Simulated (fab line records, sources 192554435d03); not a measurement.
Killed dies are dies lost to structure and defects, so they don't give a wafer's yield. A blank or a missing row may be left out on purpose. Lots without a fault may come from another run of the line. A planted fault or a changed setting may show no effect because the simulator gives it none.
Chamber matching | flow n5_finfet | N5_BEOL_M5_STRIP_19 on rie_diel-01: 4 sister chambers
The step strips in O2. 20 wafers are shown with their chamber, then 10 later ones without.

WAFERS WITH THEIR CHAMBER
wafer  | chamber | drypump_motor_current_A (A) | throttle_valve_pct (%) | showerhead_plenum_p_Torr (Torr)
L081.2 | 1       | 5.5                         | 16.72                  | 2.16
L081.5 | 0       | 5.3                         | 16.88                  | 2.14
L081.6 | 1       | 5.6                         | 16.69                  | 2.16
L082.1 | 0       | 5.3                         | 16.87                  | 2.13
L082.3 | 1       | 5.5                         | 16.71                  | 2.16
L082.4 | 2       | 5.9                         | 16.98                  | 2.05
L083.1 | 3       | 5.2                         | 17.02                  | 2.08
L083.2 | 2       | 5.9                         | 17.00                  | 2.05
L083.4 | 0       | 5.3                         | 16.89                  | 2.13
L086.2 | 3       | 5.2                         | 17.02                  | 2.07
L086.4 | 3       | 5.2                         | 17.02                  | 2.07
L086.6 | 1       | 5.5                         | 16.74                  | 2.15
L091.1 | 1       | 5.5                         | 16.74                  | 2.15
L091.2 | 2       | 5.9                         | 17.02                  | 2.04
L091.6 | 1       | 5.5                         | 16.75                  | 2.15
L090.2 | 2       | 5.9                         | 17.02                  | 2.04
L090.4 | 2       | 5.9                         | 17.04                  | 2.04
L090.5 | 1       | 5.5                         | 16.74                  | 2.15
L092.1 | 2       | 5.9                         | 17.01                  | 2.04
L092.2 | 1       | 5.5                         | 16.76                  | 2.15

SIGNATURES (means of the wafers above)
reading                  | chamber 0 | chamber 1 | chamber 2 | chamber 3 | scatter within a chamber
drypump_motor_current_A  | 5.300     | 5.513     | 5.900     | 5.200     | 0.0234
throttle_valve_pct       | 16.8800   | 16.7312   | 17.0117   | 17.0200   | 0.0193
showerhead_plenum_p_Torr | 2.1333    | 2.1538    | 2.0433    | 2.0733    | 0.00533
Rule: a wafer's distance from a chamber is the root of the sum, over the readings, of the square of ((its reading less the chamber's mean) divided by the reading's scatter). The wafer belongs to the nearest chamber; if the next one is less than 2 further off, it can't be placed. The scatter: the root of (the sum of the squares of (reading less its chamber's mean) over the shown wafers, divided by (wafers less chambers)).

WAFERS WITHOUT THEIR CHAMBER
wafer  | drypump_motor_current_A (A) | throttle_valve_pct (%) | showerhead_plenum_p_Torr (Torr)
L092.3 | 5.2                         | 17.05                  | 2.07
L092.4 | 5.2                         | 17.04                  | 2.07
L092.5 | 5.5                         | 16.76                  | 2.15
L092.6 | 5.8                         | 17.02                  | 2.04
L094.1 | 5.5                         | 16.77                  | 2.15
L094.2 | 5.3                         | 16.90                  | 2.13
L094.3 | 5.8                         | 17.03                  | 2.04
L094.4 | 5.9                         | 17.02                  | 2.04
L094.5 | 5.5                         | 16.75                  | 2.15
L094.6 | 5.3                         | 16.91                  | 2.13

WHICH CHAMBER EACH WENT THROUGH
wafer  | from the rows above | in truth
L092.3 | 3                   | 3
L092.4 | 3                   | 3
L092.5 | 1                   | 1
L092.6 | 2                   | 2
L094.1 | 1                   | 1
L094.2 | 0                   | 0
L094.3 | 2                   | 2
L094.4 | 2                   | 2
L094.5 | 1                   | 1
L094.6 | 0                   | 0
Placed correctly: 10 of 10. Can't be placed from these rows: 0. Placed wrongly: 0.
